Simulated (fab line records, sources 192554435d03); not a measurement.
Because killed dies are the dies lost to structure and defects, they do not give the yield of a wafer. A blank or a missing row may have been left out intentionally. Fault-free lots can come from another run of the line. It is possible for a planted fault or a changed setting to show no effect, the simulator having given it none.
Split-lot experiment || flow n5_finfet || on a route of 1938 steps: 7 lots, 21 wafers read

ABOUT THE SPLIT
At N5_BEOL_M10_COAT_63 (time 60 s, resist thk 100 nm), the setting spin_rpm was moved away from the recipe's 1500 rpm on 9 of the 21 wafers read, by -10.9% to +10.1%. All remaining wafers had this setting at the recipe value.

FROM THE SPLIT TO THE READING: what the file shows between them, 5 steps
- N5_BEOL_M10_PEB_26: peb time 60 s (also split here: peb_time_s)
- N5_BEOL_M10_DEVELOP_27: develop time 30 s
- N5_BEOL_M10_CD_MEAS_28: target cd 70 nm
- N5_BEOL_M10_DESCUM_33: chemistry O2, time 7.9 s
- N5_BEOL_M10_ETCH_65: etches SiARC in CF4, target depth 39 nm, time 65 s

THE READING
etch.depth_nm (the simulator's own value, which no gauge read), in nm, at N5_BEOL_M10_ETCH_66 (etches SOC in N2/H2, target depth 120 nm, overetch 24 nm, time 180 s). No usual value for it is given in the file. The 12 wafers here that ran the recipe average 100.24 nm, standard deviation 0.17 nm.

{"wafer": "L074.1", "tool, chamber at the split": "litho_track-01, 0", "spin_rpm as run, rpm": 1444, "against the recipe": "-3.7%", "etch.depth_nm, nm": 102, "against lot-mates on the recipe": "+2.02"}
{"wafer": "L074.2", "tool, chamber at the split": "litho_track-01, 0", "spin_rpm as run, rpm": 1500, "against the recipe": "recipe", "etch.depth_nm, nm": 99.98, "against lot-mates on the recipe": "-"}
{"wafer": "L074.6", "tool, chamber at the split": "litho_track-01, 0", "spin_rpm as run, rpm": 1444, "against the recipe": "-3.7%", "etch.depth_nm, nm": 101.7, "against lot-mates on the recipe": "+1.72"}
{"wafer": "L076.1", "tool, chamber at the split": "litho_track-01, 0", "spin_rpm as run, rpm": 1336, "against the recipe": "-10.9%", "etch.depth_nm, nm": 106.4, "against lot-mates on the recipe": "+5.90"}
{"wafer": "L076.6", "tool, chamber at the split": "litho_track-01, 0", "spin_rpm as run, rpm": 1336, "against the recipe": "-10.9%", "etch.depth_nm, nm": 106.4, "against lot-mates on the recipe": "+5.90"}
{"wafer": "L076.3", "tool, chamber at the split": "litho_track-01, 0", "spin_rpm as run, rpm": 1500, "against the recipe": "recipe", "etch.depth_nm, nm": 100.5, "against lot-mates on the recipe": "-"}
{"wafer": "L078.3", "tool, chamber at the split": "litho_track-05, 0", "spin_rpm as run, rpm": 1500, "against the recipe": "recipe", "etch.depth_nm, nm": 100.1, "against lot-mates on the recipe": "-"}
{"wafer": "L078.4", "tool, chamber at the split": "litho_track-05, 0", "spin_rpm as run, rpm": 1500, "against the recipe": "recipe", "etch.depth_nm, nm": 100.3, "against lot-mates on the recipe": "-"}
{"wafer": "L078.6", "tool, chamber at the split": "litho_track-05, 0", "spin_rpm as run, rpm": 1500, "against the recipe": "recipe", "etch.depth_nm, nm": 100.3, "against lot-mates on the recipe": "-"}
{"wafer": "L081.1", "tool, chamber at the split": "litho_track-05, 0", "spin_rpm as run, rpm": 1500, "against the recipe": "recipe", "etch.depth_nm, nm": 100.2, "against lot-mates on the recipe": "-"}
{"wafer": "L081.2", "tool, chamber at the split": "litho_track-05, 0", "spin_rpm as run, rpm": 1500, "against the recipe": "recipe", "etch.depth_nm, nm": 100.4, "against lot-mates on the recipe": "-"}
{"wafer": "L081.6", "tool, chamber at the split": "litho_track-05, 0", "spin_rpm as run, rpm": 1374, "against the recipe": "-8.4%", "etch.depth_nm, nm": 104.5, "against lot-mates on the recipe": "+4.20"}
{"wafer": "L080.1", "tool, chamber at the split": "litho_track-01, 0", "spin_rpm as run, rpm": 1651, "against the recipe": "+10.1%", "etch.depth_nm, nm": 95.7, "against lot-mates on the recipe": "no lot-mate on the recipe"}
{"wafer": "L080.3", "tool, chamber at the split": "litho_track-01, 0", "spin_rpm as run, rpm": 1651, "against the recipe": "+10.1%", "etch.depth_nm, nm": 95.89, "against lot-mates on the recipe": "no lot-mate on the recipe"}
{"wafer": "L080.5", "tool, chamber at the split": "litho_track-01, 0", "spin_rpm as run, rpm": 1651, "against the recipe": "+10.1%", "etch.depth_nm, nm": 95.61, "against lot-mates on the recipe": "no lot-mate on the recipe"}
{"wafer": "L088.2", "tool, chamber at the split": "litho_track-02, 0", "spin_rpm as run, rpm": 1562, "against the recipe": "+4.1%", "etch.depth_nm, nm": 97.88, "against lot-mates on the recipe": -2.16}
{"wafer": "L088.3", "tool, chamber at the split": "litho_track-02, 0", "spin_rpm as run, rpm": 1500, "against the recipe": "recipe", "etch.depth_nm, nm": 99.99, "against lot-mates on the recipe": "-"}
{"wafer": "L088.5", "tool, chamber at the split": "litho_track-02, 0", "spin_rpm as run, rpm": 1500, "against the recipe": "recipe", "etch.depth_nm, nm": 100.1, "against lot-mates on the recipe": "-"}
{"wafer": "L097.2", "tool, chamber at the split": "litho_track-01, 0", "spin_rpm as run, rpm": 1500, "against the recipe": "recipe", "etch.depth_nm, nm": 100.2, "against lot-mates on the recipe": "-"}
{"wafer": "L097.3", "tool, chamber at the split": "litho_track-01, 0", "spin_rpm as run, rpm": 1500, "against the recipe": "recipe", "etch.depth_nm, nm": 100.5, "against lot-mates on the recipe": "-"}
{"wafer": "L097.5", "tool, chamber at the split": "litho_track-01, 0", "spin_rpm as run, rpm": 1500, "against the recipe": "recipe", "etch.depth_nm, nm": 100.3, "against lot-mates on the recipe": "-"}

FIT RESULTS
A straight line over all 21 wafers: etch.depth_nm changes by -0.498 nm for each +1% of spin_rpm; r = -0.99; the points scatter about the line by 0.34 nm.
The same after taking each lot's own level away (the mean of its wafers on the recipe; 18 wafers): -0.529 nm for each +1%; r = -1.00; scatter 0.13 nm.
The reading moves by 5.8 nm for the largest change in spin_rpm, on that fit.
Across the lots, their own levels run from 99.980 to 100.500 nm, a range of 3.1 times the standard deviation given above.
So the lot-to-lot level changes the slope little: the two slopes agree.
Check: for one of the wafers moved furthest among these (-10.9%), held out of the fit, the line's prediction against its lot-mates is +5.71 nm. Against them it came out at +5.9 nm.

THESE WAFERS: OTHER SPLITS
Before the reading, these wafers also passed through other splits. Each is held against what the fit with the lots' levels taken away leaves over:
{"other split on the same wafers": "N5_BEOL_M9_HM_DEP_02 target_thk_a", "wafers away from the commonest value": 10, "r with etch.depth_nm (lot level and that fit taken away)": "+0.18"}
{"other split on the same wafers": "N5_BEOL_M9_DESCUM_16 time_s", "wafers away from the commonest value": 8, "r with etch.depth_nm (lot level and that fit taken away)": "+0.32"}
{"other split on the same wafers": "N5_BEOL_M9_TRENCH_ETCH_37 bias_w", "wafers away from the commonest value": 6, "r with etch.depth_nm (lot level and that fit taken away)": "+0.21"}
{"other split on the same wafers": "N5_BEOL_M10_PEB_26 peb_time_s", "wafers away from the commonest value": 9, "r with etch.depth_nm (lot level and that fit taken away)": -0.15}

THE WHOLE CHAIN: every reading that the file lists as answering this split, in the file's order
{"step": "N5_BEOL_M10_COAT_63", "what it does": "time 60 s, resist thk 100 nm", "reading": "SOC_of_BEOL_M10_COAT_63.thk_nm (the simulator's own value, which no gauge read)", "change (the file's fit)": "-0.518 nm for each +1% of the setting", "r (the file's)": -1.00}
{"step": "N5_BEOL_M10_ETCH_66", "what it does": "etches SOC in N2/H2, target depth 120 nm, overetch 24 nm, time 180 s", "reading": "etch.depth_nm (the simulator's own value, which no gauge read)", "change (the file's fit)": "-0.52 nm for each +1% of the setting", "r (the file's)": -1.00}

THE FILE'S OWN FIT
etch.depth_nm changes by -0.52 nm for each +1% of spin_rpm, r = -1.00.
